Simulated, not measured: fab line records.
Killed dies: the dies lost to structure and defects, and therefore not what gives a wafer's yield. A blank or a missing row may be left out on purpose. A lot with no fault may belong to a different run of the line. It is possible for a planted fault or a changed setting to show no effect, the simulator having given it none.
Comparing a struck lot with a sound one -- flow n5 finfet -- 15 steps out of a route of 1938
Sound: the wafers L411.3, L411.4, L411.5. Struck: wafers L421.2, L421.4, L421.6. Last of all comes the cause.
Each step with rows lists, per side, the tool, then ch with its chambers, then its first start. Under that, the readings that differ: sound wafers -- struck wafers -- difference of the means -- sigmas: that difference in standard deviations of wafers without a fault.
alike: words and numbers the same on both sides, and readings whose means are apart by under 2 such deviations; not compared: readings that were withheld, readings missing a value for some wafer, numbers with overlapping values and no deviation given by the record, and bounds like >300 which may hide the same value.
Wherever a step has rows on one side only, a row that says differs or no value, or a row with sigmas, the two part there. Numbers that don't overlap but have no deviation are shown without sigmas and don't part them. A reading that every wafer of one side lacks parts them only if that side has two wafers or more.

first, 7 steps without rows for these wafers: N5_WELL_APT_COAT_02 (resist thk 950 nm); N5_WELL_APT_EBR_04; N5_WELL_APT_SOFTBAKE_03 (time 60 s); N5_WELL_APT_EXPOSE_05 (exposes mask NWELL, defocus 0 nm, target cd 200 nm); N5_WELL_APT_PEB_06 (peb time 90 s); N5_WELL_APT_DEVELOP_07 (develop time 45 s); N5_WELL_APT_HARDBAKE_12 (time 120 s).
N5_WELL_APT_CD_MEAS_08: the cd target is 200 nm.
  sound on cd sem-02 ch 0, day 2 01:41; struck on cd sem-01 ch 0, day 4 13:43
  alike: cd nm
N5_WELL_APT_OVL_MEAS_09:
  sound on overlay-01 ch 0, day 2 01:43; struck on overlay-01 ch 0, day 4 13:45
  alike: NWELL_OVL
N5_WELL_APT_INSPECT_10: inspects for defects (macro).
  sound: defect inspect-01 at day 2 01:44; struck: defect inspect-01 at day 4 13:46
  alike: raw defect count
N5_WELL_APT_DESCUM_13: chemistry O2, time 7.9 s.
  sound on rie diel-02 ch 0,2,3, day 2 01:47; struck on rie diel-04 ch 0,1,2, day 4 13:49
  alike: drypump motor current A, oes product au, rf fwd power W, rf vpp V, showerhead plenum p Torr, throttle valve pct
  not compared: rf hours counter h
after that, 1 step had no rows for these wafers: N5_WELL_APT_IMPLANT_14.
N5_WELL_APT_IMPLANT_15:
  sound on implanter-01 ch 0, day 2 02:07; struck on implanter-01 ch 0, day 4 14:07
reading,sound,struck,difference,sigmas
dose ions cm2,1.5005e+13 1.4988e+13 1.4989e+13,8.83e+12 8.83e+12 8.841e+12,-6.16e+12,-99 or more
faraday current uA,189 191 190,109 112 112,-79,-21
then, 1 step without rows for these wafers: N5_WELL_APT_STRIP_16 (strips in SPM, time 900 s).
-- record jumps: 11 days separate the struck wafers' starts on either side; left off in module WELL_APT, taken up again in module PASSIVATION, whose first shown step is the route's number 1936 --
N5_PASSIVATION_PROBE_49:
  sound: prober-02 at day 13 07:29; struck: prober-01 at day 15 11:26
  alike: killed_at_M0_to_M3, killed_at_M4_up, killed at contacts, killed at front end, killed at other, killed dies, killed open, killed short

== WHERE THEY PART ==
Within this record, at N5_WELL_APT_IMPLANT_15 only. Later steps at which nothing parts them and some readings are alike: N5_PASSIVATION_PROBE_49.

WHY: whatever the simulator had introduced
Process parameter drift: implanter-01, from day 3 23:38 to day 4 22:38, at N5_WELL_APT_IMPLANT_15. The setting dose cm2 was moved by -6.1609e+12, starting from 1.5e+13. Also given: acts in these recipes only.
